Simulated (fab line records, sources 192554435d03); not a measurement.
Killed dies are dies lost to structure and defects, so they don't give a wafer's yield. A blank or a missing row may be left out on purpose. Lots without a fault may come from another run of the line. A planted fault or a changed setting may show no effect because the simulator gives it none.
fab line records | flow n5_finfet
record lots=6 wafers=18 last_day=17
route steps=1938 shown MIM_BOT_ETCH@1867 PASS1_CAP@1873 TV_LITHO@1875
lots that met no fault: from a run of the same line without faults
start_h: hours from the record's first day to the start of the lot's first wafer shown | wait_h: hours since the lot's step before | " the same as in the row above | L1.1+2: a row that stands for several wafers | - no value, or no start given | * or withheld: withheld | < > ~ a bound
route shown NAME@n: a module of which the file shows steps, and the number in the route of the first | usual: mean/standard deviation of fault-free wafers | same: alike in all rows | chamber/n: place in a boat | sites: the reading at each site | _std_site: their standard deviation | _edge_site: outer sites' mean less inner sites' | radius_mm: how far each site lies from the wafer's centre | mask NAME#n: copy n | behind: the tool/chamber that last shaped the wafer | hold: why the lot was held/for how many hours/how that ended | device: the transistor (n, p or np) that didn't switch | end of line: the same wafers' tests at the end of the route | a step without rows: its recipe alone | killed: dies lost to structure and defects at the first sort, not the wafer's yield | map: a wafer's dies, x killed, . not, _ none there
set.NAME: the setting as run; set.NAME@STEP: as run at that earlier step | model.NAME: the simulator's own value behind a step, which no gauge read
lots at some steps of the route; a table a step, a row a wafer
services: from which hour (start_h, from the record's first day; less than 0 if before it) a tool's chamber was out of use, for how many hours, and why
## steps
# step N5_MIM_BOT_ETCH_ETCH_03
# recipe chemistry=Cl2/BCl3 target_depth_a=120 pressure_mtorr=8 icp_w=800 bias_w=100 Cl2_flow_sccm=20 bcl3_flow_sccm=80
# usual drypump_motor_current_A=5.5/0.4 oes_product_au=0.72/0.082 throttle_valve_pct=27.55/0.16
# columns lot.wafer tool chamber start_h wait_h drypump_motor_current_A oes_product_au rf_hours_counter_h throttle_valve_pct
L621.3 rie_metal-02 1 270.32 0.1 5.3 0.77 - 27.48
L621.4 " 0 " " 6.3 0.93 - 27.27
L621.6 " 0 " " 6.4 0.92 - 27.27
L625.1 rie_metal-01 1 296.11 0.1 5.2 0.64 112 27.47
L625.2 " 0 " " 6.0 0.73 66 27.56
L625.6 " 0 " " 6.0 0.73 - 27.58
L626.1 rie_metal-03 0 316.10 0.1 5.8 0.70 77 27.74
L626.4 " 0 " " 5.8 0.70 - 27.73
L626.5 " 1 " " 5.1 0.67 - 27.46
L630.3 rie_metal-03 1 329.80 0.1 5.1 0.66 - 27.47
L630.4 " 0 " " 5.8 0.71 - 27.74
L630.5 " 0 " " 5.8 0.71 - 27.75
L634.1 rie_metal-03 0 350.25 0.1 5.8 0.70 79 27.74
L634.2 " 1 " " 5.1 0.66 94 27.45
L634.5 " 1 " " 5.1 0.66 - 27.47
L638.2 rie_metal-03 0 395.92 0.1 5.8 0.69 85 27.77
L638.3 " 1 " " 5.2 0.66 - 27.46
L638.5 " 1 " " 5.2 0.66 - 27.48
# step N5_MIM_BOT_ETCH_ETCH_00
# recipe chemistry=Cl2/BCl3 target=TiN target_depth_a=455 ion_energy_ev=150 pressure_mtorr=10 icp_w=1000 bias_w=126 Cl2_flow_sccm=53.25 bcl3_flow_sccm=21.75 Ar_flow_sccm=25
# usual drypump_motor_current_A=5.5/0.4 oes_product_au=0.72/0.081 throttle_valve_pct=21.92/0.13
# columns lot.wafer tool chamber start_h wait_h drypump_motor_current_A oes_product_au rf_hours_counter_h throttle_valve_pct
L621.3 rie_metal-02 1 270.42 0.1 5.3 0.77 - 21.84
L621.4 " 0 " " 6.3 0.92 - 21.66
L621.6 " 0 " " 6.4 0.93 - 21.67
L625.1 rie_metal-01 1 296.20 0.1 5.2 0.63 112 21.89
L625.2 " 0 " " 6.0 0.74 66 21.99
L625.6 " 0 " " 6.0 0.73 - 21.99
L626.1 rie_metal-03 0 316.19 0.1 5.8 0.70 77 22.08
L626.4 " 0 " " 5.8 0.70 - 22.06
L626.5 " 1 " " 5.2 0.66 - 21.88
L630.3 rie_metal-03 1 329.90 0.1 5.1 0.66 - 21.89
L630.4 " 0 " " 5.8 0.70 - 22.07
L630.5 " 0 " " 5.8 0.70 - 22.06
L634.1 rie_metal-03 0 350.34 0.1 5.8 0.70 79 22.06
L634.2 " 1 " " 5.1 0.66 94 21.89
L634.5 " 1 " " 5.1 0.66 - 21.89
L638.2 rie_metal-03 0 396.01 0.1 5.8 0.69 85 22.10
L638.3 " 1 " " 5.2 0.65 - 21.89
L638.5 " 1 " " 5.2 0.66 - 21.87
# step N5_MIM_BOT_ETCH_STRIP_01
# recipe chemistry=O2 power_w=600 temp_c=60 pressure_mtorr=30 rf_frequency_hz=6e+07 bias_power_w=0 overash_fraction=0.5 o2_flow_sccm=225
# usual drypump_motor_current_A=5.8/0.33 oes_product_au=0.79/0.093 rf_vpp_V=3.6/1.3 showerhead_plenum_p_Torr=2.11/0.07 throttle_valve_pct=16.67/0.25
# columns lot.wafer tool chamber start_h wait_h drypump_motor_current_A oes_product_au rf_hours_counter_h rf_vpp_V showerhead_plenum_p_Torr throttle_valve_pct
L621.3 rie_diel-03 2 270.52 0.1 5.8 0.85 80 3.8 2.21 16.39
L621.4 " 0 " " 5.7 0.96 8 5.2 2.15 16.64
L621.6 " 0 " " 5.7 0.97 - 2.2 2.15 16.55
L625.1 rie_diel-04 3 296.39 0.2 6.2 0.71 220 3.1 2.07 17.03
L625.2 " 0 " " 6.2 0.99 10 6.0 2.16 16.43
L625.6 " 3 " " 6.3 0.73 - 1.1 2.07 17.01
L626.1 rie_diel-05 2 316.47 0.2 5.5 0.79 101 2.5 2.11 16.66
L626.4 " 1 " " 5.4 0.67 235 2.9 2.16 16.86
L626.5 " 1 " " 5.5 0.67 - 1.8 2.16 16.87
L630.3 rie_diel-03 2 330.31 0.4 5.8 0.78 102 2.3 2.21 16.47
L630.4 " 2 " " 5.8 0.84 - 4.4 2.21 16.39
L630.5 " 1 " " 5.4 0.71 - 5.7 1.99 16.36
L634.1 rie_diel-04 0 350.59 0.2 6.3 0.93 25 2.8 2.15 16.46
L634.2 " 3 " " 6.2 0.71 242 2.8 2.06 17.05
L634.5 " 0 " " 6.3 0.92 - 4.5 2.15 16.48
L638.2 rie_diel-03 1 396.47 0.4 5.4 0.66 247 3.0 1.98 16.43
L638.3 " 2 " " 5.8 0.80 131 3.3 2.20 16.49
L638.5 " 2 " " 5.8 0.78 - 2.8 2.20 16.55
# step N5_MIM_BOT_ETCH_STRIP_02
# recipe chemistry=post_etch_residue_remover time_s=1200 temp_c=72.5
# step N5_MIM_BOT_ETCH_CLEAN_05
# recipe chemistry=IPA time_s=180 temp_c=25
# step N5_MIM_BOT_ETCH_SRD_06
# recipe dry=ipa_marangoni time_s=30 temp_c=23 rinse_liquid=diw
# step N5_PASSIVATION_PECVD_55
# recipe material=SiO2 target_thk_a=4000 temp_c=400 precursor=SiH4/N2O pressure_torr=2.7 rf_w=608 time_s=22.5
# usual heater_power_w=619/52 showerhead_plenum_p_Torr=8.14/0.1 throttle_valve_pct=52/3.7
# columns lot.wafer tool chamber start_h wait_h heater_power_w showerhead_plenum_p_Torr throttle_valve_pct
L621.3 pecvd-03 2 271.04 0.0 656 8.00 45
L621.4 " 0 " " 642 8.25 49
L621.6 " 0 " " 668 8.25 49
L625.1 pecvd-01 1 296.93 0.0 682 8.21 56
L625.2 " 2 " " 521 8.18 53
L625.6 " 1 " " 714 8.21 56
L626.1 pecvd-03 1 317.00 0.0 673 8.13 51
L626.4 " 0 " " 655 8.26 50
L626.5 " 1 " " 679 8.15 51
L630.3 pecvd-01 2 330.81 0.0 554 8.16 53
L630.4 " 2 " " 567 8.16 53
L630.5 " 1 " " 665 8.20 56
L634.1 pecvd-02 0 351.09 0.0 545 8.01 55
L634.2 " 1 " " 649 8.23 57
L634.5 " 0 " " 590 7.99 55
L638.2 pecvd-03 0 396.97 0.0 568 8.26 49
L638.3 " 1 " " 662 8.13 51
L638.5 " 2 " " 692 7.97 45
# step N5_PASSIVATION_PECVD_01
# recipe material=SiNx target_thk_a=2000 temp_c=400 precursor=SiH4/NH3/N2 pressure_torr=4.9 rf_w=1406 time_s=43.2
# usual heater_power_w=342/53 showerhead_plenum_p_Torr=8.66/0.071 throttle_valve_pct=29.6/2
# columns lot.wafer tool chamber start_h wait_h heater_power_w showerhead_plenum_p_Torr throttle_valve_pct
L621.3 pecvd-03 2 271.10 0.0 387 8.53 25.5
L621.4 " 0 " " 299 8.72 27.9
L621.6 " 0 " " 319 8.73 28.0
L625.1 pecvd-01 1 296.96 0.0 413 8.71 32.0
L625.2 " 2 " " 312 8.69 29.6
L625.6 " 1 " " 421 8.71 31.9
L626.1 pecvd-03 1 317.04 0.0 296 8.66 28.7
L626.4 " 0 " " 312 8.75 28.0
L626.5 " 1 " " 308 8.67 28.7
L630.3 pecvd-01 2 330.84 0.0 337 8.67 30.0
L630.4 " 2 " " 340 8.69 29.7
L630.5 " 1 " " 395 8.69 32.1
L634.1 pecvd-02 0 351.14 0.0 251 8.56 31.0
L634.2 " 1 " " 280 8.71 32.1
L634.5 " 0 " " 273 8.56 31.1
L638.2 pecvd-03 0 397.01 0.0 395 8.72 28.1
L638.3 " 1 " " 288 8.65 28.5
L638.5 " 2 " " 435 8.56 25.8
# step N5_PASSIVATION_HMDS_03
# recipe time_s=60 temp_c=120
# step N5_PASSIVATION_COAT_04
# recipe spin_rpm=* resist_thk_nm=*
# step N5_PASSIVATION_EBR_06
# recipe solvent=PGMEA ebr_width_mm=1.5
# step N5_PASSIVATION_SOFTBAKE_05
# recipe temp_c=100 time_s=90
# step N5_PASSIVATION_EXPOSE_07
# recipe mask_id=TV na=0.55 source_shape=conventional sigma_outer=0.8 polarization=unpolarized defocus_nm=0 target_cd_nm=3000 dose_mj=22.75
# usual exposure_dose_mJ_cm2=22.750/0.023 focus_offset_nm=0.0/0.52
# columns lot.wafer tool chamber start_h wait_h mask exposure_dose_mJ_cm2 focus_offset_nm
L621.3 krf_scanner-01 0 271.42 - TV#0 22.766 -0.7
L621.4 " 0 " " TV#0 22.706 -0.5
L621.6 " 0 " " TV#0 22.743 -0.2
L625.1 krf_scanner-01 - 298.33 - TV#0 - -
L625.2 " - " " TV#0 - -
L625.6 " - " " TV#0 - -
L626.1 krf_scanner-02 - 321.98 - TV#0 - -
L626.4 " - " " TV#0 - -
L626.5 " - " " TV#0 - -
L630.3 krf_scanner-02 0 332.40 - TV#0 22.715 -0.5
L630.4 " 0 " " TV#0 22.714 0.2
L630.5 " 0 " " TV#0 22.749 -0.2
L634.1 krf_scanner-02 0 351.48 - TV#0 22.725 -0.5
L634.2 " 0 " " TV#0 22.756 -0.4
L634.5 " 0 " " TV#0 22.744 0.4
L638.2 krf_scanner-01 0 402.29 - TV#0 22.766 0.2
L638.3 " 0 " " TV#0 22.741 0.3
L638.5 " 0 " " TV#0 22.755 0.1
# step N5_PASSIVATION_PEB_08
# recipe peb_temp_c=withheld peb_time_s=*
## services
# columns tool chamber start_h hours kind
rie_diel-05 0 255.58 11.1 repair
rie_diel-04 0 266.18 6.3 repair
pecvd-03 1 266.26 5.0 scheduled_down
krf_scanner-02 - 267.82 0.8 pm
rie_metal-01 1 270.51 18.7 repair
rie_metal-03 - 274.06 0.4 repair
pecvd-02 - 274.24 0.2 repair
pecvd-02 - 274.66 5.5 pm
krf_scanner-01 - 276.64 1.3 pm
pecvd-01 1 277.97 7.5 repair
krf_scanner-01 - 290.00 0.8 pm
pecvd-03 - 294.43 10.2 repair
rie_diel-05 - 299.94 2.8 pm
rie_metal-02 1 304.85 9.7 repair
rie_diel-03 - 321.59 0.2 repair
rie_diel-03 3 327.58 11.6 repair
rie_diel-04 1 328.03 7.2 repair
krf_scanner-02 - 335.91 5.4 repair
pecvd-02 2 349.91 6.0 repair
rie_metal-02 1 352.32 6.1 repair
rie_metal-03 1 354.43 3.3 repair
rie_diel-04 3 367.57 8.4 repair
pecvd-01 - 373.48 1.0 repair
rie_metal-02 - 399.86 14.6 pm
## key
first_sign step=N5_PASSIVATION_EXPOSE_07 reading=tool_record direction=missing
effect none on later readings
met_at N5_PASSIVATION_EXPOSE_07
struck_wafers L625.1,L625.2,L625.6,L626.1,L626.4,L626.5
later_rows_left_out L625.1,L625.2,L625.6,L626.1,L626.4,L626.5
sort_left_out L625.1,L625.2,L625.6,L626.1,L626.4,L626.5
onset_between 271.42 298.33
fault kind=skipped_step_whole tool=krf_scanner-01,krf_scanner-02 chamber=- onset_h=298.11 steps=N5_PASSIVATION_EXPOSE_07 scope=struck_lots_only
# sort_left_out: the simulated sort isn't trusted on such a fault, so these wafers' sort isn't shown, and their yield isn't known
# later_rows_left_out: the simulator's readings of these wafers behind a module that went badly wrong aren't trusted and aren't shown, but for the sort
